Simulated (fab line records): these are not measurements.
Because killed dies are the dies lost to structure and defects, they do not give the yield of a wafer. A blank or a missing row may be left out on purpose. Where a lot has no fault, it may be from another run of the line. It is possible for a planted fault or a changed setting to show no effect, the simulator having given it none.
fab line records | flow nand_harc
record lots=12 | wafers=36 | last_day=33
route steps=1302 shown A_SGD_CUT@905 A_SLIT@942 A_WL_FILL@952 END@1302
lots that met no fault: taken from a fault-free run of the same line
start_h: the number of hours between the record's first day and the start of the first shown wafer of the lot | wait_h: time in hours since the lot's previous step | " unchanged from the row above | L1.1+2: several wafers, shown together as one row | - value missing, or start not given | * or withheld: withheld | < > ~ a bound
route shown NAME@n: names a module that has steps shown in the file, with the first one's number in the route | usual: mean/standard deviation taken from wafers without a fault | same: alike in all rows | chamber/n: place in a boat | sites: readings site by site | _std_site: the standard deviation of these | _edge_site: outer sites' mean less inner sites' | radius_mm: for every site, how far away it sits from the centre of the wafer | mask NAME#n: copy n | behind: the most recent tool/chamber to have shaped the wafer | hold: why the lot was held/for how many hours/how that ended | device: names the non-switching transistor (n, p or np) | end of line: tests run on the same wafers once the route is complete | a step with no rows: only its recipe | killed: dies that structure and defects cost at the first sort, which is not the same as the wafer's yield | map: the dies of a wafer, with x for killed, . for not killed, _ for no die there
set.NAME: setting as actually run; set.NAME@STEP: the setting as run at that earlier step | model.NAME: the simulator's own value behind a step, which no gauge read
a sample of lots followed through the steps of the route, with each step as a table and each wafer as a row
services: when a tool's chamber went out of use (start_h, in hours from the record's first day, below 0 if earlier), for how many hours, and the reason
## steps
# step NHARC_A_SGD_CUT_ETCH_58
# recipe target_depth_a=390 | over_etch_frac=0.3 | time_s=65 | ion_energy_ev=80 | cf4_flow_sccm=150 | ar_flow_sccm=0 | rf_w=300 | bias_w=100 | chemistry=CF4
# usual bias_w=100.01/0.28 | drypump_motor_current_A=5.6/0.47 | oes_product_au=1.001/0.01 | rf_vpp_V=151.4/1.2 | showerhead_plenum_p_Torr=1.78/0.068 | throttle_valve_pct=13.283/0.0093
lot.wafer | tool        | chamber | start_h | wait_h | bias_w | drypump_motor_current_A | oes_product_au | rf_hours_counter_h | rf_vpp_V | showerhead_plenum_p_Torr | throttle_valve_pct
L478.2    | rie_diel-04 | 0       | 439.09  | 0.1    | 99.84  | 5.8                     | 1.008          | 6                  | 151.9    | 1.80                     | 13.265
L478.6    | "           | 1       | "       | "      | 100.17 | 6.4                     | 1.010          | -                  | 152.0    | 1.85                     | 13.276
L478.5    | "           | 2       | "       | "      | 99.92  | 5.1                     | 1.015          | -                  | 150.8    | 1.70                     | 13.295
L482.2    | rie_diel-10 | 3       | 485.18  | 0.1    | 100.19 | 5.0                     | 0.991          | 3                  | 148.9    | 1.66                     | 13.285
L482.5    | "           | 1       | "       | "      | 99.84  | 5.1                     | 1.008          | -                  | 149.8    | 1.68                     | 13.272
L482.6    | "           | 2       | "       | "      | 99.86  | 5.2                     | 0.987          | -                  | 152.2    | 1.83                     | 13.298
L485.1    | rie_diel-04 | 1       | 506.00  | 0.1    | 100.16 | 6.5                     | 0.995          | 13                 | 152.4    | 1.85                     | 13.280
L485.4    | "           | 2       | "       | "      | 100.68 | 5.2                     | 0.996          | 13                 | 151.7    | 1.70                     | 13.279
L485.6    | "           | 2       | "       | "      | 100.22 | 5.2                     | 1.012          | -                  | 150.1    | 1.70                     | 13.262
L492.1    | rie_diel-04 | 2       | 585.87  | 0.1    | 100.36 | 5.2                     | 1.026          | 4                  | 149.5    | 1.70                     | 13.290
L492.3    | "           | 3       | "       | "      | 100.38 | 5.2                     | 0.997          | 4                  | 151.9    | 1.85                     | 13.292
L492.6    | "           | 1       | "       | "      | 99.36  | 6.5                     | 1.011          | -                  | 151.5    | 1.85                     | 13.282
L491.5    | rie_diel-09 | 2       | 586.23  | 0.1    | 99.77  | 5.9                     | 0.994          | -                  | 151.6    | 1.85                     | 13.283
L491.4    | "           | 0       | "       | "      | 100.47 | 5.7                     | 1.013          | -                  | 153.3    | 1.84                     | 13.291
L491.6    | "           | 1       | "       | "      | 100.27 | 5.7                     | 1.001          | -                  | 151.4    | 1.78                     | 13.269
L490.2    | rie_diel-10 | 2       | 586.34  | 0.1    | 100.58 | 5.2                     | 1.009          | 9                  | 153.3    | 1.83                     | 13.277
L490.1    | "           | 0       | "       | "      | 100.11 | 5.0                     | 1.001          | 10                 | 151.8    | 1.75                     | 13.275
L490.6    | "           | 3       | "       | "      | 99.87  | 5.0                     | 0.981          | -                  | 151.3    | 1.66                     | 13.285
L493.1    | rie_diel-09 | 1       | 589.24  | 0.1    | 100.09 | 5.7                     | 1.003          | 4                  | 151.4    | 1.78                     | 13.276
L493.3    | "           | 2       | "       | "      | 99.74  | 5.9                     | 0.990          | 3                  | 153.6    | 1.85                     | 13.297
L493.5    | "           | 3       | "       | "      | 100.09 | 6.2                     | 0.989          | -                  | 151.0    | 1.76                     | 13.288
L496.1    | rie_diel-04 | 0       | 626.30  | 0.1    | 100.24 | 5.8                     | 0.980          | 8                  | 151.1    | 1.80                     | 13.291
L496.3    | "           | 1       | "       | "      | 100.16 | 6.4                     | 0.999          | 6                  | 152.6    | 1.85                     | 13.292
L496.2    | "           | 2       | "       | "      | 99.96  | 5.2                     | 1.011          | 7                  | 148.8    | 1.70                     | 13.278
L497.1    | rie_diel-09 | 0       | 626.54  | 0.1    | 100.21 | 5.7                     | 1.004          | 5                  | 150.8    | 1.84                     | 13.284
L497.2    | "           | 1       | "       | "      | 100.06 | 5.7                     | 1.009          | 6                  | 150.7    | 1.78                     | 13.291
L497.4    | "           | 2       | "       | "      | 99.86  | 5.9                     | 1.004          | 5                  | 153.2    | 1.85                     | 13.275
L498.3    | rie_diel-10 | 1       | 636.43  | 0.1    | 99.99  | 5.1                     | 0.995          | 2                  | 150.0    | 1.68                     | 13.285
L498.2    | "           | 3       | "       | "      | 99.96  | 5.1                     | 0.996          | 1                  | 148.9    | 1.66                     | 13.297
L498.6    | "           | 1       | "       | "      | 99.93  | 5.2                     | 0.990          | -                  | 149.9    | 1.68                     | 13.298
L500.3    | rie_diel-04 | 3       | 656.84  | 0.1    | 100.22 | 5.2                     | 1.010          | 11                 | 151.5    | 1.85                     | 13.269
L500.2    | "           | 1       | "       | "      | 99.82  | 6.4                     | 1.002          | 8                  | 152.7    | 1.85                     | 13.268
L500.6    | "           | 2       | "       | "      | 100.05 | 5.2                     | 1.027          | -                  | 149.9    | 1.70                     | 13.272
L499.1    | rie_diel-09 | 2       | 657.25  | 0.1    | 100.30 | 5.9                     | 1.006          | 6                  | 152.6    | 1.85                     | 13.302
L499.2    | "           | 3       | "       | "      | 100.22 | 6.2                     | 1.004          | 7                  | 150.0    | 1.76                     | 13.274
L499.6    | "           | 1       | "       | "      | 100.62 | 5.7                     | 1.004          | -                  | 151.2    | 1.78                     | 13.274
# step NHARC_A_SLIT_ETCH_29
# recipe target_depth_a=1000 | overetch_a=100 | time_s=55 | ion_energy_ev=100 | cf4_flow_sccm=80 | o2_flow_sccm=20 | ar_flow_sccm=0 | rf_w=300 | bias_w=100 | chemistry=CF4/O2
# usual bias_w=100.00/0.28 | drypump_motor_current_A=5.9/0.57 | oes_product_au=0.999/0.009 | rf_vpp_V=198.1/1.4 | showerhead_plenum_p_Torr=1.36/0.052 | throttle_valve_pct=13.397/0.0087
lot.wafer | tool        | chamber | start_h | wait_h | bias_w | drypump_motor_current_A | oes_product_au | rf_hours_counter_h | rf_vpp_V | showerhead_plenum_p_Torr | throttle_valve_pct
L478.2    | rie_diel-07 | 1       | 462.43  | 0.1    | 100.20 | 6.3                     | 0.995          | 8                  | 200.4    | 1.43                     | 13.381
L478.5    | "           | 1       | "       | "      | 99.98  | 6.3                     | 1.001          | -                  | 200.2    | 1.43                     | 13.391
L478.6    | "           | 2       | "       | "      | 100.16 | 5.2                     | 0.999          | -                  | 197.6    | 1.33                     | 13.399
L482.2    | rie_diel-08 | 2       | 504.90  | 0.1    | 99.82  | 6.8                     | 1.008          | 8                  | 198.4    | 1.43                     | 13.405
L482.5    | "           | 3       | "       | "      | 100.05 | 5.0                     | 1.003          | -                  | 197.2    | 1.33                     | 13.398
L482.6    | "           | 0       | "       | "      | 99.96  | 5.9                     | 1.001          | -                  | 197.9    | 1.40                     | 13.382
L485.4    | rie_diel-08 | 3       | 528.55  | 0.1    | 99.66  | 5.1                     | 1.008          | 10                 | 196.7    | 1.32                     | 13.409
L485.1    | "           | 2       | "       | "      | 100.47 | 6.8                     | 1.016          | 9                  | 200.3    | 1.43                     | 13.405
L485.6    | "           | 0       | "       | "      | 99.88  | 5.9                     | 1.021          | -                  | 199.2    | 1.40                     | 13.398
L490.2    | rie_diel-11 | 0       | 603.03  | 0.1    | 99.97  | 5.5                     | 0.995          | 8                  | 197.4    | 1.33                     | 13.393
L490.1    | "           | 2       | "       | "      | 100.27 | 6.4                     | 0.983          | 11                 | 199.3    | 1.38                     | 13.388
L490.6    | "           | 0       | "       | "      | 99.57  | 5.5                     | 1.003          | -                  | 196.8    | 1.33                     | 13.394
L492.3    | rie_diel-08 | 0       | 603.21  | 0.1    | 99.94  | 5.9                     | 1.007          | 3                  | 199.8    | 1.40                     | 13.386
L492.1    | "           | 2       | "       | "      | 99.44  | 6.7                     | 0.990          | 4                  | 197.9    | 1.43                     | 13.383
L492.6    | "           | 1       | "       | "      | 100.16 | 5.5                     | 0.982          | -                  | 199.4    | 1.39                     | 13.400
L491.4    | rie_diel-11 | 3       | 606.83  | 0.1    | 100.28 | 6.4                     | 1.002          | 9                  | 197.3    | 1.30                     | 13.385
L491.6    | "           | 1       | "       | "      | 99.81  | 6.8                     | 1.000          | -                  | 198.4    | 1.38                     | 13.411
L491.5    | "           | 2       | "       | "      | 99.73  | 6.5                     | 0.998          | -                  | 198.0    | 1.38                     | 13.383
L493.3    | rie_diel-08 | 2       | 607.11  | 0.1    | 99.75  | 6.8                     | 0.993          | 4                  | 200.3    | 1.43                     | 13.393
L493.1    | "           | 0       | "       | "      | 99.80  | 5.9                     | 1.008          | 3                  | 199.8    | 1.40                     | 13.399
L493.5    | "           | 2       | "       | "      | 99.91  | 6.8                     | 0.992          | -                  | 200.6    | 1.43                     | 13.399
L496.3    | rie_diel-11 | 2       | 644.23  | 0.1    | 100.47 | 6.5                     | 0.999          | 2                  | 198.7    | 1.38                     | 13.397
L496.2    | "           | 3       | "       | "      | 99.94  | 6.4                     | 0.998          | 2                  | 196.8    | 1.30                     | 13.385
L496.1    | "           | 0       | "       | "      | 100.00 | 5.5                     | 1.004          | 2                  | 196.0    | 1.33                     | 13.387
L497.4    | rie_diel-08 | 3       | 647.20  | 0.1    | 99.97  | 5.1                     | 1.005          | 7                  | 199.1    | 1.32                     | 13.392
L497.2    | "           | 1       | "       | "      | 99.65  | 5.5                     | 0.981          | 6                  | 198.8    | 1.39                     | 13.407
L497.1    | "           | 2       | "       | "      | 100.34 | 6.8                     | 0.993          | 7                  | 199.5    | 1.43                     | 13.399
L498.2    | rie_diel-08 | 1       | 657.23  | 0.1    | 99.74  | 5.5                     | 0.997          | 6                  | 198.9    | 1.39                     | 13.392
L498.3    | "           | 0       | "       | "      | 100.40 | 5.9                     | 1.008          | 6                  | 198.7    | 1.40                     | 13.393
L498.6    | "           | 2       | "       | "      | 100.04 | 6.8                     | 1.005          | -                  | 198.9    | 1.42                     | 13.390
L500.2    | rie_diel-08 | 3       | 674.38  | 0.1    | 100.03 | 5.0                     | 1.017          | 9                  | 196.1    | 1.32                     | 13.408
L500.3    | "           | 0       | "       | "      | 99.73  | 5.9                     | 1.008          | 8                  | 199.0    | 1.40                     | 13.402
L500.6    | "           | 2       | "       | "      | 100.16 | 6.8                     | 1.014          | -                  | 198.3    | 1.42                     | 13.382
L499.2    | rie_diel-07 | 2       | 675.61  | 0.1    | 99.96  | 5.2                     | 0.994          | 0                  | 198.9    | 1.33                     | 13.397
L499.1    | "           | 3       | "       | "      | 100.07 | 5.7                     | 0.990          | 0                  | 195.9    | 1.26                     | 13.400
L499.6    | "           | 0       | "       | "      | 99.68  | 6.0                     | 0.994          | -                  | 197.8    | 1.29                     | 13.398
# step NHARC_A_WL_FILL_ALD_00
# recipe target_thk_a=30 | pulse_time_s=3 | ald_cycles=30 | temp_c=300 | material=Al2O3
# usual ald_cycles=30/0 | heater_power_w=489/40 | precursor_pulse_height_rel=0.997/0.022
lot.wafer | tool      | chamber | start_h | wait_h | ald_cycles | heater_power_w | precursor_pulse_height_rel
L478.2    | ald_hk-02 | 2       | 469.62  | 0.1    | 30         | 481            | 1.003
L478.6    | "         | 1       | "       | "      | 30         | 513            | 0.987
L478.5    | "         | 2       | "       | "      | 30         | 468            | 1.014
L482.2    | ald_hk-02 | 3       | 512.19  | 0.1    | 30         | 430            | 1.042
L482.5    | "         | 1       | "       | "      | 30         | 516            | 1.029
L482.6    | "         | 2       | "       | "      | 30         | 478            | 0.941
L485.4    | ald_hk-03 | 3       | 535.75  | 0.4    | 30         | 468            | 0.983
L485.1    | "         | 0       | "       | "      | 30         | 488            | 0.997
L485.6    | "         | 0       | "       | "      | 30         | 479            | 1.002
L490.1    | ald_hk-03 | 2       | 611.15  | 0.8    | 30         | 467            | 1.011
L490.2    | "         | 3       | "       | "      | 30         | 484            | 0.971
L490.6    | "         | 2       | "       | "      | 30         | 466            | 1.015
L492.3    | ald_hk-03 | 2       | 611.48  | 1.1    | 30         | 464            | 1.013
L492.1    | "         | 3       | "       | "      | 30         | 480            | 1.019
L492.6    | "         | 2       | "       | "      | 30         | 466            | 0.986
L491.4    | ald_hk-03 | 2       | 615.19  | 0.1    | 30         | 447            | 0.981
L491.5    | "         | 2       | "       | "      | 30         | 465            | 1.018
L491.6    | "         | 3       | "       | "      | 30         | 491            | 1.009
L493.1    | ald_hk-02 | 3       | 615.22  | 0.1    | 30         | 423            | 0.981
L493.3    | "         | 1       | "       | "      | 30         | 538            | 1.006
L493.5    | "         | 2       | "       | "      | 30         | 474            | 0.994
L496.3    | ald_hk-04 | 3       | 651.40  | 0.1    | 30         | 459            | 1.008
L496.2    | "         | 0       | "       | "      | 30         | 460            | 1.007
L496.1    | "         | 1       | "       | "      | 30         | 511            | 0.996
L497.2    | ald_hk-04 | 0       | 654.40  | 0.1    | 30         | 483            | 0.990
L497.1    | "         | 2       | "       | "      | 30         | 496            | 0.966
L497.4    | "         | 3       | "       | "      | 30         | 454            | 1.011
L498.3    | ald_hk-02 | 3       | 665.41  | 1.0    | 30         | 416            | 0.993
L498.2    | "         | 0       | "       | "      | 30         | 471            | 0.990
L498.6    | "         | 0       | "       | "      | 30         | 463            | 1.002
L499.2    | ald_hk-03 | 3       | 681.67  | 0.1    | 30         | 492            | 1.026
L499.1    | "         | 1       | "       | "      | 30         | 586            | 0.990
L499.6    | "         | 3       | "       | "      | 30         | 486            | 1.003
L500.2    | ald_hk-04 | 1       | 681.68  | 0.1    | 30         | 521            | 0.982
L500.3    | "         | 3       | "       | "      | 30         | 464            | 1.004
L500.6    | "         | 0       | "       | "      | 30         | 471            | 0.988
# step NHARC_A_WL_FILL_ALD_02
# recipe target_thk_a=20 | pulse_time_s=3 | ald_cycles=100 | temp_c=450 | material=TiN
# usual ald_cycles=100/0 | heater_power_w=1085/120 | precursor_pulse_height_rel=1.003/0.021
lot.wafer | tool         | chamber | start_h | wait_h | ald_cycles | heater_power_w | precursor_pulse_height_rel
L478.2    | ald_metal-02 | 1       | 470.19  | 0.3    | 100        | 931            | 1.017
L478.6    | "            | 2       | "       | "      | 100        | 1257           | 0.946
L478.5    | "            | 3       | "       | "      | 100        | 1101           | 1.003
L482.2    | ald_metal-02 | 1       | 512.61  | 0.2    | 100        | 924            | 1.037
L482.6    | "            | 1       | "       | "      | 100        | 901            | 1.050
L482.5    | "            | 2       | "       | "      | 100        | 1267           | 0.997
L485.4    | ald_metal-01 | 1       | 536.23  | 0.1    | 100        | 1041           | 0.952
L485.1    | "            | 0       | "       | "      | 100        | 1032           | 0.976
L485.6    | "            | 2       | "       | "      | 100        | 978            | 0.994
L490.2    | ald_metal-01 | 0       | 611.77  | 0.2    | 61         | 1035           | 0.973
L490.1    | "            | 2       | "       | "      | 61         | 969            | 0.981
L490.6    | "            | 3       | "       | "      | 61         | 1443           | 1.008
L492.1    | ald_metal-03 | 0       | 612.32  | 0.4    | 100        | 1035           | 0.987
L492.3    | "            | 1       | "       | "      | 100        | 1069           | 0.978
L492.6    | "            | 2       | "       | "      | 100        | 1049           | 1.006
L493.1    | ald_metal-03 | 1       | 615.88  | 0.4    | 100        | 1037           | 0.987
L493.3    | "            | 2       | "       | "      | 100        | 1056           | 0.968
L493.5    | "            | 0       | "       | "      | 100        | 1013           | 1.008
L491.4    | ald_metal-01 | 2       | 615.89  | 0.1    | 61         | 1008           | 1.012
L491.5    | "            | 1       | "       | "      | 61         | 1022           | 0.980
L491.6    | "            | 2       | "       | "      | 61         | 980            | 1.007
L496.2    | ald_metal-02 | 1       | 651.86  | 0.2    | 100        | 911            | 0.991
L496.3    | "            | 2       | "       | "      | 100        | 1199           | 1.002
L496.1    | "            | 0       | "       | "      | 100        | 1061           | 0.987
L497.2    | ald_metal-03 | 0       | 654.88  | 0.2    | 100        | 1050           | 0.996
L497.1    | "            | 1       | "       | "      | 100        | 1054           | 1.009
L497.4    | "            | 3       | "       | "      | 100        | 1086           | 1.020
L498.2    | ald_metal-03 | 0       | 665.97  | 0.2    | 100        | 1028           | 0.991
L498.3    | "            | 1       | "       | "      | 100        | 1047           | 1.015
L498.6    | "            | 2       | "       | "      | 100        | 1076           | 1.004
L499.2    | ald_metal-01 | 3       | 682.13  | 0.2    | 100        | 1448           | 1.033
L499.1    | "            | 2       | "       | "      | 100        | 961            | 1.029
L499.6    | "            | 0       | "       | "      | 100        | 1047           | 1.007
L500.2    | ald_metal-02 | 2       | 682.29  | 0.2    | 100        | 1163           | 1.020
L500.3    | "            | 3       | "       | "      | 100        | 1182           | 0.990
L500.6    | "            | 1       | "       | "      | 100        | 944            | 0.995
# step NHARC_END_SORT_01
# recipe temp_c=25
# usual killed_at_array=55/20 | killed_at_other=1.1/1.2 | killed_at_periphery=3.8/2.8 | killed_dies=60/19 | killed_open=3.4/1.9 | killed_short=2.2/1.5
# same gross_dies=677
lot.wafer | tool      | chamber | start_h | wait_h | killed_at_array | killed_at_other | killed_at_periphery | killed_dies | killed_open | killed_short
L490.1    | prober-01 | 0       | 713.01  | 2.5    | 171             | 0               | 3                   | 174         | 2           | 2
L490.2    | prober-01 | 0       | 713.82  | 2.8    | 187             | 1               | 4                   | 192         | 5           | 4
L490.6    | prober-01 | 0       | 717.07  | 4.1    | 194             | 0               | 1                   | 195         | 3           | 3
L491.4    | prober-02 | 0       | 719.16  | 3.4    | 172             | 1               | 9                   | 182         | 2           | 3
L491.5    | prober-02 | 0       | 719.96  | 3.7    | 181             | 0               | 1                   | 182         | 0           | 4
L491.6    | prober-02 | 0       | 720.77  | 4.0    | 204             | 5               | 2                   | 211         | 0           | 2
# killed by level:class
L490.1 A_WL_FILL:area_ald=128 A_CHANNEL_HOLE_D2:chamber_film_flake=19 A_CHANNEL_HOLE_D1:chamber_film_flake=13 A_STAIRCASE:chamber_film_flake=3 A_CONTACT:chamber_film_flake=2 A_ONON_D2:geometric_particle:short=1 A_WL_FILL:geometric_particle:short=1 A_BLC:geometric_particle:open=1
L490.2 A_WL_FILL:area_ald=144 A_CHANNEL_HOLE_D2:chamber_film_flake=22 A_CHANNEL_HOLE_D1:chamber_film_flake=6 A_CONTACT:chamber_film_flake=4 P_M0:geometric_particle:open=2 A_CHANNEL_FILL_D1:geometric_particle:short=2 A_ONON_D2:geometric_particle:open=2 A_CHANNEL_FILL_D2:chamber_film_flake=2
L490.6 A_WL_FILL:area_ald=140 A_CHANNEL_HOLE_D2:chamber_film_flake=24 A_CHANNEL_HOLE_D1:chamber_film_flake=11 A_CONTACT:chamber_film_flake=6 A_SLIT:chamber_film_flake=5 A_DECK1_JOINT:geometric_particle:short=2 A_ONON_D1:geometric_particle:open=1 A_CHANNEL_HOLE_D1:geometric_particle:short=1
L491.4 A_WL_FILL:area_ald=120 A_CHANNEL_HOLE_D1:chamber_film_flake=39 P_STI:chamber_film_flake=4 A_SLIT:chamber_film_flake=4 P_M2:chamber_film_flake=2 A_CONTACT:chamber_film_flake=2 P_M1:geometric_particle:open=1 A_ONON_D1:geometric_particle:open=1
L491.5 A_WL_FILL:area_ald=138 A_CHANNEL_HOLE_D1:chamber_film_flake=28 A_DECK1_JOINT:chamber_film_flake=4 A_SLIT:chamber_film_flake=3 A_CONTACT:chamber_film_flake=3 A_DECK1_JOINT:geometric_particle:short=2 A_ONON_D2:geometric_particle:short=1 A_WL_FILL:geometric_particle:short=1
L491.6 A_WL_FILL:area_ald=166 A_CHANNEL_HOLE_D1:chamber_film_flake=33 THIN_TSV:chamber_film_flake=5 A_SLIT:chamber_film_flake=2 A_CHANNEL_FILL_D1:geometric_particle:short=1 A_WL_FILL:geometric_particle:short=1 P_GATE:chamber_film_flake=1 P_M1:chamber_film_flake=1
## services
tool         | chamber | start_h | hours | kind
rie_diel-09  | 2       | 430.54  | 1.7   | repair
ald_metal-02 | -       | 432.00  | 10.0  | pm
rie_diel-09  | 1       | 442.83  | 5.2   | repair
rie_diel-09  | -       | 443.49  | 1.4   | repair
rie_diel-09  | 0       | 444.95  | 6.4   | repair
rie_diel-09  | 0       | 465.32  | 2.1   | repair
rie_diel-08  | 1       | 486.17  | 3.1   | repair
rie_diel-09  | -       | 497.15  | 9.0   | pm
ald_metal-02 | -       | 505.12  | 1.4   | repair
rie_diel-09  | 0       | 510.14  | 4.2   | repair
rie_diel-09  | 2       | 525.57  | 9.4   | repair
ald_metal-01 | -       | 526.00  | 10.0  | pm
ald_hk-02    | -       | 528.31  | 10.0  | pm
rie_diel-04  | -       | 531.92  | 9.0   | pm
rie_diel-08  | -       | 544.81  | 9.0   | pm
rie_diel-04  | 1       | 545.01  | 15.0  | repair
ald_metal-02 | 3       | 561.23  | 19.5  | repair
ald_metal-03 | -       | 568.00  | 10.0  | pm
ald_hk-03    | -       | 568.44  | 10.0  | pm
ald_metal-02 | -       | 576.03  | 0.5   | repair
rie_diel-08  | 0       | 579.45  | 3.8   | repair
ald_metal-03 | 2       | 580.55  | 28.1  | repair
rie_diel-04  | 1       | 593.36  | 8.4   | repair
rie_diel-08  | 1       | 615.17  | 13.5  | repair
## key
first_sign step=NHARC_A_WL_FILL_ALD_02 | reading=ald_cycles | direction=down | sigmas=99+ | usual=100 | struck=61
effect step=NHARC_END_SORT_01 | reading=killed_dies | direction=up | sigmas=6.6 | usual=60 | struck=189
more_kills_born_at NHARC_A_WL_FILL_ALD_02@ald_metal-01=836
met_at NHARC_A_WL_FILL_ALD_02
struck_lots L490,L491
tester_left_out L490,L491
not_acting_at NHARC_A_SGD_CUT_ETCH_58,NHARC_A_SLIT_ETCH_29,NHARC_A_WL_FILL_ALD_00
onset_between 536.23 611.77
fault kind=process_parameter_drift | tool=ald_metal-01 | chamber=- | onset_h=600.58 | steps=NHARC_A_WL_FILL_ALD_02 | channel=ald_cycles | offset=-39 | shape=step | end_h=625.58 | acts_in=these_recipes_only | stated=100
# tester_left_out: of these lots the tester's yield and bins aren't shown, on N5 and GAA mostly nor the transistor test; their killed dies are dies lost to structure and defects alone, not to doping, threshold or leakage, so they don't give the yield
